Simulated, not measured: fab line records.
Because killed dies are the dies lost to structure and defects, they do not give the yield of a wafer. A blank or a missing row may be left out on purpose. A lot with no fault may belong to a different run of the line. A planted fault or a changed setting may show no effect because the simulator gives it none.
fab line records	flow nand-harc
record lots=5	wafers=15	last-day=34
route steps=1302 shown A_M1@1175
lots that met no fault: from a run of the same line without faults
start-h: the number of hours between the record's first day and the start of the first shown wafer of the lot	wait-h: time in hours since the lot's previous step	" unchanged from the row above	L1.1+2: several wafers, shown together as one row	- value missing, or start not given	* or withheld: withheld	< > ~ a bound
route shown NAME@n: names a module that has steps shown in the file, with the first one's number in the route	usual: mean/standard deviation of fault-free wafers	same: alike in all rows	chamber/n: place in a boat	sites: per-site readings	_std_site: the values' standard deviation	_edge_site: outer sites' mean less inner sites'	radius-mm: how far each site lies from the wafer's centre	mask NAME#n: copy n	behind: tool/chamber where the wafer was last shaped	hold: why the lot went on hold/how many hours it stayed there/how the hold came to an end	device: transistor that didn't switch, given as n, p or np	end of line: tests run on the same wafers once the route is complete	where a step has no rows: the recipe by itself	killed: count of dies lost to structure and defects at first sort (not the wafer's yield)	map: a wafer's dies, x killed, . not, _ none there
set.NAME: the run value of the setting; set.NAME@STEP: its run value at that earlier step	model.NAME: the simulator's own value behind a step, which no gauge read
certain route steps with their lots: each step a table, each wafer a row
services: when a tool's chamber went out of use (start-h, in hours from the record's first day, below 0 if earlier), for how many hours, and the reason
## steps
# step NHARC_A_M1_EBR_05
# step NHARC_A_M1_EXPOSE_06
# recipe na=1.35	target-cd-nm=120	dose-mj=75.13	mask-id=A_M1
# step NHARC_A_M1_PEB_07
# recipe peb-temp-c=100	peb-time-s=65
# step NHARC_A_M1_DEVELOP_08
# recipe develop-time-s=35	dev-temp-c=23
# step NHARC_A_M1_CD_MEAS_09
# recipe target-cd-nm=120	landing-energy-ev=500
# usual cd-nm=120.0/0.42
lot.wafer	tool	chamber	start-h	wait-h	cd-nm
L716.2	cd-sem-03	0	647.68	-	119.7
L716.3	"	0	"	"	119.3
L716.6	"	0	"	"	119.6
L717.3	cd-sem-01	0	649.41	-	120.1
L717.4	"	0	"	"	120.4
L717.6	"	0	"	"	120.6
L726.1	cd-sem-02	0	720.80	-	118.9
L726.2	"	0	"	"	119.7
L726.5	"	0	"	"	120.1
L729.4	cd-sem-01	0	758.42	-	119.7
L729.5	"	0	"	"	120.1
L729.6	"	0	"	"	119.7
L731.1	cd-sem-03	0	776.90	-	120.5
L731.2	"	0	"	"	120.5
L731.3	"	0	"	"	120.3
# step NHARC_A_M1_OVL_MEAS_10
# recipe pitch-nm=240
# usual overlay-x-nm=0.0/0.76	overlay-y-nm=0.1/0.72
lot.wafer	tool	chamber	start-h	wait-h	overlay-x-nm	overlay-y-nm
L716.2	overlay-02	-	647.77	-	0.6	0.8
L716.3	"	-	"	"	1.1	0.9
L716.6	"	-	"	"	0.9	1.2
L717.3	overlay-02	-	649.49	-	-1.3	-0.5
L717.4	"	-	"	"	-1.6	-0.3
L717.6	"	-	"	"	-1.3	-0.5
L726.1	overlay-01	-	720.89	-	-0.3	-0.8
L726.2	"	-	"	"	-0.5	-1.1
L726.5	"	-	"	"	0.0	-0.4
L729.4	overlay-02	-	758.50	-	-0.7	0.2
L729.5	"	-	"	"	-0.4	-0.2
L729.6	"	-	"	"	-0.1	-0.2
L731.1	overlay-02	-	776.99	-	-0.6	0.2
L731.2	"	-	"	"	-0.7	0.0
L731.3	"	-	"	"	-1.1	-0.2
# step NHARC_A_M1_INSPECT_11
# usual raw-defect-count=81/36
lot.wafer	tool	chamber	start-h	wait-h	raw-defect-count
L716.2	defect-inspect-02	-	647.80	0.0	114
L716.3	"	-	"	"	119
L716.6	"	-	"	"	162
L717.3	defect-inspect-02	-	649.53	0.0	113
L717.4	"	-	"	"	104
L717.6	"	-	"	"	112
L726.1	defect-inspect-02	-	720.92	0.0	92
L726.2	"	-	"	"	133
L726.5	"	-	"	"	93
L729.4	defect-inspect-01	-	758.54	0.0	21
L729.5	"	-	"	"	35
L729.6	"	-	"	"	30
L731.1	defect-inspect-02	-	777.03	0.0	44
L731.2	"	-	"	"	53
L731.3	"	-	"	"	42
# step NHARC_A_M1_DESCUM_14
# recipe time-s=3	o2-flow-sccm=200	ar-flow-sccm=0	bias-power-w=0	chemistry=O2
# usual drypump-motor-current-A=5.6/0.48	oes-product-au=0.999/0.0072	rf-vpp-V=57.6/0.86	showerhead-plenum-p-Torr=1.88/0.07	throttle-valve-pct=11.312/0.0098
lot.wafer	tool	chamber	start-h	wait-h	drypump-motor-current-A	oes-product-au	rf-hours-counter-h	rf-vpp-V	showerhead-plenum-p-Torr	throttle-valve-pct
L716.2	rie-diel-09	0	647.86	0.1	5.1	1.015	6.5	57.8	1.86	11.306
L716.3	"	3	"	"	5.0	1.000	6.8	58.8	1.91	11.313
L716.6	"	0	"	"	5.1	0.997	-	57.5	1.86	11.312
L717.3	rie-diel-09	1	649.59	0.1	5.2	1.012	6.4	59.1	1.98	11.313
L717.4	"	0	"	"	5.1	1.006	6.6	57.3	1.86	11.295
L717.6	"	1	"	"	5.2	1.000	-	58.6	1.98	11.307
L726.2	rie-diel-06	2	720.99	0.1	6.4	0.998	3.7	57.5	1.84	11.308
L726.1	"	3	"	"	5.7	1.010	3.6	56.4	1.91	11.301
L726.5	"	3	"	"	5.7	1.006	-	58.2	1.91	11.314
L729.4	rie-diel-05	1	758.61	0.1	5.9	0.993	4.0	57.8	1.82	11.302
L729.6	"	0	"	"	5.3	1.007	-	54.7	1.79	11.308
L729.5	"	1	"	"	5.9	1.006	-	57.3	1.82	11.318
L731.2	rie-diel-05	0	777.09	0.1	5.2	1.000	0.5	57.4	1.79	11.313
L731.1	"	2	"	"	6.6	0.994	0.3	57.2	2.00	11.311
L731.3	"	3	"	"	5.2	1.014	0.5	57.6	1.86	11.319
# step NHARC_A_M1_ETCH_35
# recipe target-depth-a=400	overetch-a=120	time-s=43.94	ion-energy-ev=200	n2-flow-sccm=150	h2-flow-sccm=150	ar-flow-sccm=0	rf-w=400	bias-w=150	chemistry=N2/H2
# usual drypump-motor-current-A=5.6/0.49	oes-product-au=1.001/0.0085	rf-vpp-V=429.5/2.4	showerhead-plenum-p-Torr=2.00/0.078	throttle-valve-pct=14.170/0.0087
lot.wafer	tool	chamber	start-h	wait-h	drypump-motor-current-A	oes-product-au	rf-hours-counter-h	rf-vpp-V	showerhead-plenum-p-Torr	throttle-valve-pct
L716.2	rie-diel-09	2	647.96	0.1	5.5	0.988	6.7	426.2	1.88	14.170
L716.3	"	3	"	"	5.0	0.989	6.8	430.4	2.04	14.151
L716.6	"	0	"	"	5.1	0.988	-	428.0	1.98	14.154
L717.3	rie-diel-09	0	649.68	0.1	5.1	0.998	6.6	427.7	1.98	14.192
L717.4	"	3	"	"	5.0	0.986	6.9	429.5	2.04	14.178
L717.6	"	0	"	"	5.1	0.990	-	429.3	1.98	14.163
L726.2	rie-diel-06	2	721.07	0.1	6.4	0.997	3.7	428.3	1.96	14.166
L726.1	"	1	"	"	5.8	0.991	4.1	428.2	1.99	14.174
L726.5	"	3	"	"	5.7	1.003	-	431.3	2.03	14.166
L729.4	rie-diel-05	3	758.69	0.1	5.2	1.010	4.5	428.9	1.99	14.171
L729.5	"	2	"	"	6.6	0.992	-	432.6	2.13	14.172
L729.6	"	3	"	"	5.2	1.005	-	428.5	1.99	14.163
L731.3	rie-diel-05	1	777.18	0.1	5.9	0.999	0.3	426.9	1.94	14.166
L731.1	"	2	"	"	6.6	1.003	0.3	433.7	2.13	14.180
L731.2	"	3	"	"	5.2	1.001	0.5	429.6	1.99	14.186
# step NHARC_A_M1_ETCH_15
# recipe target-depth-a=1825	time-s=91.2	c4f8-flow-sccm=withheld	ar-flow-sccm=400	rf-w=600	bias-w=300	chemistry=C4F8/Ar
# usual oes-product-au=0.952/0.022	rf-vpp-V=439.6/2.3
lot.wafer	tool	chamber	start-h	wait-h	oes-product-au	rf-hours-counter-h	rf-vpp-V
L716.3	rie-diel-09	0	-	-	0.929	6.6	438.2
L716.2	"	1	"	"	0.922	6.4	441.1
L716.6	"	3	"	"	0.916	-	440.9
L717.4	rie-diel-09	3	-	-	0.925	6.9	440.4
L717.3	"	1	"	"	0.932	6.5	443.0
L717.6	"	3	"	"	0.922	-	441.2
L726.1	rie-diel-06	2	-	-	0.948	3.8	436.2
L726.2	"	0	"	"	0.976	4.0	441.6
L726.5	"	3	"	"	0.959	-	440.7
L729.4	rie-diel-05	1	-	-	0.962	4.0	438.7
L729.5	"	3	"	"	0.974	-	439.2
L729.6	"	0	"	"	0.966	-	437.2
L731.1	rie-diel-05	0	-	-	0.959	0.5	437.5
L731.3	"	1	"	"	0.955	0.3	437.7
L731.2	"	2	"	"	0.973	0.3	443.9
# step NHARC_A_M1_CD_MEAS_16
# usual cd-nm=120.0/0.55
lot.wafer	tool	chamber	start-h	wait-h	cd-nm
L716.2	cd-sem-01	-	648.17	-	119.2
L716.3	"	-	"	"	119.6
L716.6	"	-	"	"	118.7
L717.3	cd-sem-02	-	649.90	-	120.4
L717.4	"	-	"	"	119.7
L717.6	"	-	"	"	120.3
L726.1	cd-sem-01	-	721.29	-	118.6
L726.2	"	-	"	"	119.4
L726.5	"	-	"	"	119.4
L729.4	cd-sem-01	-	758.91	-	119.6
L729.5	"	-	"	"	120.0
L729.6	"	-	"	"	119.7
L731.1	cd-sem-03	-	777.39	-	120.4
L731.2	"	-	"	"	120.4
L731.3	"	-	"	"	120.7
# step NHARC_A_M1_STRIP_18
# recipe power-w=1000	n2-flow-sccm=150	h2-flow-sccm=150	ar-flow-sccm=0	bias-w=0	chemistry=N2/H2
# usual drypump-motor-current-A=5.6/0.51	oes-product-au=1.000/0.0084	rf-vpp-V=90.3/0.99	showerhead-plenum-p-Torr=2.00/0.081	throttle-valve-pct=14.171/0.0088
lot.wafer	tool	chamber	start-h	wait-h	drypump-motor-current-A	oes-product-au	rf-hours-counter-h	rf-vpp-V	showerhead-plenum-p-Torr	throttle-valve-pct
L716.3	rie-diel-06	2	648.24	0.1	6.4	0.982	8.4	89.3	1.96	14.162
L716.2	"	0	"	"	5.4	0.995	8.1	91.4	2.07	14.168
L716.6	"	2	"	"	6.4	0.980	-	89.2	1.96	14.165
L717.4	rie-diel-05	2	649.97	0.1	6.6	0.994	1.4	91.7	2.13	14.172
L717.3	"	3	"	"	5.3	1.011	1.4	90.1	1.99	14.163
L717.6	"	3	"	"	5.2	1.008	-	90.4	1.99	14.174
L726.2	rie-diel-05	2	721.37	0.1	6.5	1.014	4.0	91.2	2.13	14.169
L726.1	"	3	"	"	5.2	1.010	3.9	90.0	1.99	14.154
L726.5	"	3	"	"	5.3	1.008	-	89.9	1.99	14.175
L729.4	rie-diel-06	1	758.98	0.1	5.8	0.997	6.8	89.7	1.99	14.159
L729.5	"	1	"	"	5.7	1.001	-	90.3	1.98	14.166
L729.6	"	2	"	"	6.4	0.998	-	90.4	1.96	14.165
L731.2	rie-diel-09	0	777.50	0.1	5.1	0.999	4.1	89.9	1.98	14.165
L731.3	"	1	"	"	5.2	1.000	3.2	91.7	2.11	14.179
L731.1	"	2	"	"	5.5	0.998	3.4	88.7	1.88	14.167
# step NHARC_A_M1_ETCH_28
# recipe target-depth-a=300	over-etch-frac=0.3	time-s=72.99	ion-energy-ev=150	cf4-flow-sccm=50	n2-flow-sccm=100	ar-flow-sccm=150	rf-w=300	bias-w=100	chemistry=CF4/N2
# usual drypump-motor-current-A=5.6/0.53	oes-product-au=1.000/0.0075	rf-vpp-V=313.5/1.9	showerhead-plenum-p-Torr=2.59/0.097	throttle-valve-pct=19.794/0.008
lot.wafer	tool	chamber	start-h	wait-h	drypump-motor-current-A	oes-product-au	rf-hours-counter-h	rf-vpp-V	showerhead-plenum-p-Torr	throttle-valve-pct
L716.2	rie-diel-06	3	648.49	-	5.7	0.997	8.1	314.1	2.62	19.788
L716.3	"	0	"	"	5.4	1.003	8.1	315.3	2.66	19.793
L716.6	"	1	"	"	5.8	0.997	-	312.6	2.56	19.785
L717.3	rie-diel-05	3	650.23	-	5.2	1.002	1.5	312.2	2.56	19.781
L717.4	"	0	"	"	5.3	0.993	1.5	310.7	2.46	19.792
L717.6	"	2	"	"	6.5	0.993	-	315.7	2.74	19.805
L726.1	rie-diel-05	1	721.61	-	5.9	0.820	3.3	312.5	2.50	19.798
L726.2	"	3	"	"	5.3	1.012	4.0	313.9	2.56	19.804
L726.5	"	2	"	"	6.5	0.815	-	316.4	2.74	19.795
L729.4	rie-diel-06	1	759.23	-	5.8	0.993	6.8	314.7	2.56	19.803
L729.5	"	3	"	"	5.7	1.007	-	314.5	2.62	19.797
L729.6	"	0	"	"	5.4	1.003	-	315.0	2.66	19.779
L731.3	rie-diel-09	2	777.71	-	5.5	0.995	3.5	310.3	2.44	19.794
L731.2	"	3	"	"	5.0	0.998	4.3	314.8	2.62	19.809
L731.1	"	1	"	"	5.2	1.004	3.2	315.2	2.70	19.787
# step NHARC_A_M1_STRIP_19
# recipe time-s=600	temp-c=30	chemistry=post-etch-residue-remover
## services
tool	chamber	start-h	hours	kind
rie-diel-05	0	641.61	-	clean
rie-diel-05	1	641.61	-	clean
rie-diel-05	2	641.61	-	clean
rie-diel-05	3	641.61	-	clean
rie-diel-06	-	661.20	9.0	pm
rie-diel-05	0	666.11	-	clean
rie-diel-05	1	666.11	-	clean
rie-diel-05	2	666.11	-	clean
rie-diel-05	3	666.11	-	clean
rie-diel-05	1	670.92	3.9	repair
rie-diel-09	-	674.39	9.0	pm
rie-diel-05	0	690.61	-	clean
rie-diel-05	1	690.61	-	clean
rie-diel-05	2	690.61	-	clean
rie-diel-05	3	690.61	-	clean
rie-diel-05	0	715.11	-	clean
rie-diel-05	1	715.11	-	clean
rie-diel-05	2	715.11	-	clean
rie-diel-05	3	715.11	-	clean
rie-diel-09	3	722.26	4.5	repair
rie-diel-05	0	729.56	14.5	repair
rie-diel-05	1	739.61	-	clean
rie-diel-05	2	739.61	-	clean
rie-diel-05	-	760.61	9.0	pm
## key
first-sign step=NHARC_A_M1_ETCH_28	reading=oes-product-au	direction=down	sigmas=24	usual=1.000	struck=0.817
effect none on later readings
met-at NHARC_A_M1_ETCH_28
struck-wafers L726.1,L726.5
sort-left-out L726.1,L726.5
onset-between 650.23 721.61
fault kind=process-parameter-drift	tool=rie-diel-05	chamber=-	onset-h=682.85	steps=NHARC_A_M1_ETCH_28	channel=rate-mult	offset=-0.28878	shape=step	end-h=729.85	scope=struck-wafers-only
# sort-left-out: the simulated sort isn't trusted on such a fault, so these wafers' sort isn't shown, and their yield isn't known
